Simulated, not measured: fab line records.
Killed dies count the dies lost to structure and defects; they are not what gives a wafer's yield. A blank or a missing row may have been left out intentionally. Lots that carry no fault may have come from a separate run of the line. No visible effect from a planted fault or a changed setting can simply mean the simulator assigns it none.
Matching of chambers ; flow n5_finfet ; 4 sister chambers for N5_MOL_CONTACT_COAG_ETCH_48 on rie_diel-01
The step etches SiOC in C4F6/O2, target depth 15 nm, overetch 4.5 nm, time 17 s. 4 wafers are shown with their chamber, then 8 later ones without.

## WAFERS, EACH WITH ITS CHAMBER
wafer;chamber;drypump_motor_current_A (A)
L081.2;3;5.7
L088.3;1;5.7
L088.5;2;5.2
L094.2;0;6.0

## WAFERS WITH NO CHAMBER GIVEN
wafer;drypump_motor_current_A (A)
L094.3;5.7
L094.5;5.7
L095.1;6.1
L095.4;5.2
L095.6;5.7
L097.2;5.7
L097.5;5.7
L097.6;6.0

## THE CHAMBER EACH PASSED THROUGH
wafer;from the rows above;in truth
L094.3;can't be placed: 1 or 3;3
L094.5;can't be placed: 1 or 3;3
L095.1;0;0
L095.4;2;2
L095.6;can't be placed: 1 or 3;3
L097.2;can't be placed: 1 or 3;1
L097.5;can't be placed: 1 or 3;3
L097.6;0;0
Correct placement for 3 of the 8. Not placeable from these rows: 5 (in 5, the candidates include the true chamber). 0 placed wrongly.
How it was worked out, from the rows above alone: a wafer's distance from a chamber is the root of the sum, over the readings, of the square of ((its reading less the chamber's mean) divided by the reading's scatter). The wafer belongs to the nearest chamber; if the next one is less than 2 further off, it can't be placed. For every chamber, the mean is computed from those of its wafers that are shown. The scatter (one wafer shown for each chamber): square how far every hidden wafer sits from the nearest shown wafer, average those squares and take the square root.
